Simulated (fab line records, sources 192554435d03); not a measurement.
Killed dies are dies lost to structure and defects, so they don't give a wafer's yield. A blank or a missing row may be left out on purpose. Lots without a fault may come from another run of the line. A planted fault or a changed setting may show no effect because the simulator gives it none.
fab line records | flow n5_finfet
record lots=7 wafers=21
route steps=1938 shown BEOL_M15@1808 MIM_TOP_LITHO@1843 PAD_METAL@1896 PASSIVATION@1901
start_h: hours from the record's first day to the start of the lot's first wafer shown | wait_h: hours since the lot's step before | " the same as in the row above | L1.1+2: a row that stands for several wafers | - no value, or no start given | * or withheld: withheld | < > ~ a bound
route shown NAME@n: a module of which the file shows steps, and the number in the route of the first | usual: mean/standard deviation of fault-free wafers | same: alike in all rows | chamber/n: place in a boat | sites: the reading at each site | _std_site: their standard deviation | _edge_site: outer sites' mean less inner sites' | radius_mm: how far each site lies from the wafer's centre | mask NAME#n: copy n | behind: the tool/chamber that last shaped the wafer | hold: why the lot was held/for how many hours/how that ended | device: the transistor (n, p or np) that didn't switch | end of line: the same wafers' tests at the end of the route | a step without rows: its recipe alone | killed: dies lost to structure and defects at the first sort, not the wafer's yield | map: a wafer's dies, x killed, . not, _ none there
set.NAME: the setting as run; set.NAME@STEP: as run at that earlier step | model.NAME: the simulator's own value behind a step, which no gauge read
lots whose settings were changed on purpose; a table a step, a row a wafer
## steps
# step N5_BEOL_M15_ETCH_61
# recipe chemistry=N2/H2 target=BARC target_depth_a=890 overetch_a=267 time_s=67.9 ion_energy_ev=200 pressure_mtorr=30 source_w=840 bias_w=150 n2_flow_sccm=200 h2_flow_sccm=200
# columns lot.wafer tool chamber start_h wait_h set.time_s model.coat_of_BEOL_M15_COAT_22.thk_nm
L074.1 rie_diel-03 3 248.17 0.0 67.9 723.4
L074.4 " 2 " " 67.9 718.6
L074.6 " 2 " " 67.9 719.4
L078.1 rie_diel-03 1 278.52 0.0 67.9 722
L078.2 " 3 " " 67.9 721.8
L078.6 " 1 " " 67.9 718
L079.1 rie_diel-04 0 292.82 0.0 67.9 721
L079.2 " 1 " " 67.9 720.6
L079.6 " 1 " " 67.9 720
L085.1 rie_diel-03 1 330.70 0.0 80.78 706.8
L085.3 " 2 " " 80.78 707.8
L085.5 " 3 " " 80.78 705.6
L094.4 rie_diel-03 1 377.47 0.0 67.9 713.4
L094.5 " 3 " " 67.9 715
L094.6 " 0 " " 67.9 710.8
L093.1 rie_diel-02 2 378.15 0.0 55.88 730
L093.4 " 3 " " 55.88 732.4
L093.6 " 0 " " 67.9 720.8
L095.1 rie_diel-03 3 381.14 0.0 53.75 733
L095.2 " 1 " " 67.9 719.2
L095.6 " 3 " " 67.9 722
# step N5_BEOL_M15_SPUTTER_44
# recipe material=Ta target_thk_a=150 temp_c=50 bias_v=80 power_w=15000 chamber_pressure_pa=0.07 time_s=24.19
# columns lot.wafer tool chamber start_h wait_h set.power_w model.Ta_of_BEOL_M15_SPUTTER_44.thk_nm
L074.1+4 pvd_sputter-01 - 254.21 0.0 15000 15
L074.6 " - " " 15000 14.8
L078.1 pvd_sputter-01 - 282.06 0.0 15000 15.2
L078.2 " - " " 15000 15
L078.6 " - " " 15000 14.8
L079.1+6 pvd_sputter-01 - 297.08 0.0 15000 15
L079.2 " - " " 17090 17.2
L085.1+3 pvd_sputter-02 - 332.79 0.1 16650 17
L085.5 " - " " 15000 15.2
L094.4+5 pvd_sputter-02 - 378.32 0.0 15000 14.8
L094.6 " - " " 15000 15.2
L093.1+4 pvd_sputter-03 - 379.00 0.0 15000 15
L093.6 " - " " 15000 14.8
L095.1+6 pvd_sputter-01 - 381.94 0.0 16700 16.4
L095.2 " - " " 15000 15
# step N5_MIM_TOP_LITHO_EXPOSE_05
# recipe mask_id=MIM_TOP na=0.55 source_shape=conventional sigma_outer=0.8 polarization=unpolarized target_cd_nm=2000 dose_mj=20.5
# columns lot.wafer tool chamber start_h wait_h mask set.dose_mj
L074.1 krf_scanner-01 0 259.52 - MIM_TOP#0 20.5
L074.4+6 " 0 " " MIM_TOP#0 20.11
L078.1+2+6 krf_scanner-01 0 288.52 - MIM_TOP#0 20.5
L079.1+2 krf_scanner-02 0 301.80 - MIM_TOP#0 20.5
L079.6 " 0 " " MIM_TOP#0 19.76
L085.1+3 krf_scanner-01 0 339.16 - MIM_TOP#0 19.91
L085.5 " 0 " " MIM_TOP#0 20.5
L094.4+5+6 krf_scanner-02 0 384.54 - MIM_TOP#0 20.5
L093.1+4+6 krf_scanner-02 0 385.56 - MIM_TOP#0 20.5
L095.1+6 krf_scanner-02 0 386.17 - MIM_TOP#0 19.53
L095.2 " 0 " " MIM_TOP#0 20.5
# step N5_MIM_TOP_LITHO_PEB_06
# recipe peb_temp_c=withheld peb_time_s=*
# step N5_MIM_TOP_LITHO_DEVELOP_07
# recipe develop_time_s=60 rinse_liquid=diw dry=air_spin dev_temp_c=21
# step N5_MIM_TOP_LITHO_HARDBAKE_09
# recipe temp_c=130 time_s=120
# step N5_MIM_TOP_LITHO_CD_MEAS_08
# recipe target_cd_nm=2000 landing_energy_ev=500 detector=se_inlens
# usual cd_nm=1999.8/1.9
# columns lot.wafer tool chamber start_h wait_h set.dose_mj@MIM_TOP_LITHO_EXPOSE_05 cd_nm
L074.1 cd_sem-03 0 259.70 - 20.5 2001.2
L074.4 " 0 " " 20.11 2000.7
L074.6 " 0 " " 20.11 2000.4
L078.1 cd_sem-02 0 288.69 - 20.5 1999.2
L078.2 " 0 " " 20.5 1997.9
L078.6 " 0 " " 20.5 1999.3
L079.1 cd_sem-03 0 301.98 - 20.5 1997.6
L079.2 " 0 " " 20.5 1998.8
L079.6 " 0 " " 19.76 2008.7
L085.1 cd_sem-02 0 339.34 - 19.91 2004.3
L085.3 " 0 " " 19.91 2007.0
L085.5 " 0 " " 20.5 1996.6
L094.4 cd_sem-01 0 384.70 - 20.5 2000.7
L094.5 " 0 " " 20.5 1999.1
L094.6 " 0 " " 20.5 2001.2
L093.1 cd_sem-01 0 385.73 - 20.5 2001.9
L093.4 " 0 " " 20.5 2000.7
L093.6 " 0 " " 20.5 2000.5
L095.1 cd_sem-01 0 386.35 - 19.53 2009.7
L095.2 " 0 " " 20.5 2000.9
L095.6 " 0 " " 19.53 2011.9
# step N5_PASSIVATION_AL_DEP_21
# recipe material=Al target_thk_a=28000 temp_c=400 time_s=170 power_w=30000 chamber_pressure_pa=0.4 gas=Ar
# columns lot.wafer tool chamber start_h wait_h set.time_s model.Al_of_PASSIVATION_AL_DEP_21.thk_nm
L074.1 pvd_sputter-02 - 264.98 0.1 183.8 3012
L074.4 " - " " 183.8 3031
L074.6 " - " " 170 2790
L078.1 pvd_sputter-02 - 292.59 0.1 170 2767
L078.2 " - " " 170 2774
L078.6 " - " " 170 2832
L079.1 pvd_sputter-02 - 306.05 0.1 170 2850
L079.2 " - " " 170 2786
L079.6 " - " " 170 2801
L085.1 pvd_sputter-01 - 344.19 0.1 170 2796
L085.3 " - " " 150.8 2504
L085.5 " - " " 170 2795
L094.4 pvd_sputter-03 - 389.10 0.1 187.1 3061
L094.5 " - " " 187.1 3067
L094.6 " - " " 170 2765
L093.1 pvd_sputter-02 - 389.36 0.1 170 2815
L093.4 " - " " 170 2772
L093.6 " - " " 170 2771
L095.1 pvd_sputter-03 - 389.80 0.1 170 2839
L095.2 " - " " 170 2838
L095.6 " - " " 170 2825
# step N5_PASSIVATION_EXPOSE_27
# recipe mask_id=PAD na=0.55 source_shape=conventional sigma_outer=0.8 polarization=unpolarized defocus_nm=0 dose_mj=32.3
# columns lot.wafer tool chamber start_h wait_h mask set.dose_mj
L074.1+4+6 krf_scanner-01 0 265.40 - PAD#0 32.3
L078.1+2+6 krf_scanner-02 0 293.01 - PAD#0 32.3
L079.1+2+6 krf_scanner-02 0 306.47 - PAD#0 32.3
L085.1+3 krf_scanner-01 0 344.48 - PAD#0 31.59
L085.5 " 0 " " PAD#0 32.3
L094.4+5+6 krf_scanner-01 0 389.42 - PAD#0 32.3
L093.1+6 krf_scanner-02 0 389.78 - PAD#0 32.3
L093.4 " 0 " " PAD#0 30.4
L095.1 krf_scanner-02 0 390.10 - PAD#0 31.54
L095.2+6 " 0 " " PAD#0 32.3
# step N5_PASSIVATION_PEB_28
# recipe peb_temp_c=withheld peb_time_s=*
# step N5_PASSIVATION_DEVELOP_29
# recipe develop_time_s=60 rinse_liquid=diw dry=air_spin dev_temp_c=21
# step N5_PASSIVATION_HARDBAKE_31
# recipe temp_c=130 time_s=120
# step N5_PASSIVATION_CD_MEAS_30
# recipe target_cd_nm=4000 landing_energy_ev=500 detector=se_inlens polarity=opening
# usual cd_nm=3999.2/1.9
# columns lot.wafer tool chamber start_h wait_h set.dose_mj@PASSIVATION_EXPOSE_27 cd_nm
L074.1 cd_sem-03 0 265.58 - 32.3 4000.0
L074.4 " 0 " " 32.3 4000.4
L074.6 " 0 " " 32.3 4000.4
L078.1 cd_sem-02 0 293.18 - 32.3 3998.5
L078.2 " 0 " " 32.3 4001.0
L078.6 " 0 " " 32.3 3996.8
L079.1 cd_sem-02 0 306.65 - 32.3 3996.1
L079.2 " 0 " " 32.3 3997.4
L079.6 " 0 " " 32.3 4001.5
L085.1 cd_sem-03 0 344.66 - 31.59 3997.0
L085.3 " 0 " " 31.59 3995.8
L085.5 " 0 " " 32.3 4001.6
L094.4 cd_sem-02 0 389.58 - 32.3 3996.6
L094.5 " 0 " " 32.3 3998.3
L094.6 " 0 " " 32.3 3998.7
L093.1 cd_sem-03 0 389.96 - 32.3 3996.9
L093.4 " 0 " " 30.4 3985.2
L093.6 " 0 " " 32.3 3998.1
L095.1 cd_sem-02 0 390.27 - 31.54 3991.7
L095.2 " 0 " " 32.3 3998.7
L095.6 " 0 " " 32.3 3997.9
## key
split step=N5_BEOL_M15_ETCH_61 setting=time_s stated=67.9 by=wafer
response step=N5_BEOL_M15_ETCH_61 reading=model.coat_of_BEOL_M15_COAT_22.thk_nm change=-0.592 per=1% r=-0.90
split step=N5_BEOL_M15_SPUTTER_44 setting=power_w stated=15000 by=wafer
response step=N5_BEOL_M15_SPUTTER_44 reading=model.Ta_of_BEOL_M15_SPUTTER_44.thk_nm change=+0.15 per=1% r=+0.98
split step=N5_MIM_TOP_LITHO_EXPOSE_05 setting=dose_mj stated=20.5 by=wafer
response step=N5_MIM_TOP_LITHO_CD_MEAS_08 reading=cd_nm change=-2.31 per=1% r=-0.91
split step=N5_PASSIVATION_AL_DEP_21 setting=time_s stated=170 by=wafer
response step=N5_PASSIVATION_AL_DEP_21 reading=model.Al_of_PASSIVATION_AL_DEP_21.thk_nm change=+27.8 per=1% r=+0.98
split step=N5_PASSIVATION_EXPOSE_27 setting=dose_mj stated=32.3 by=wafer
response step=N5_PASSIVATION_CD_MEAS_30 reading=cd_nm change=+2.21 per=1% r=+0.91
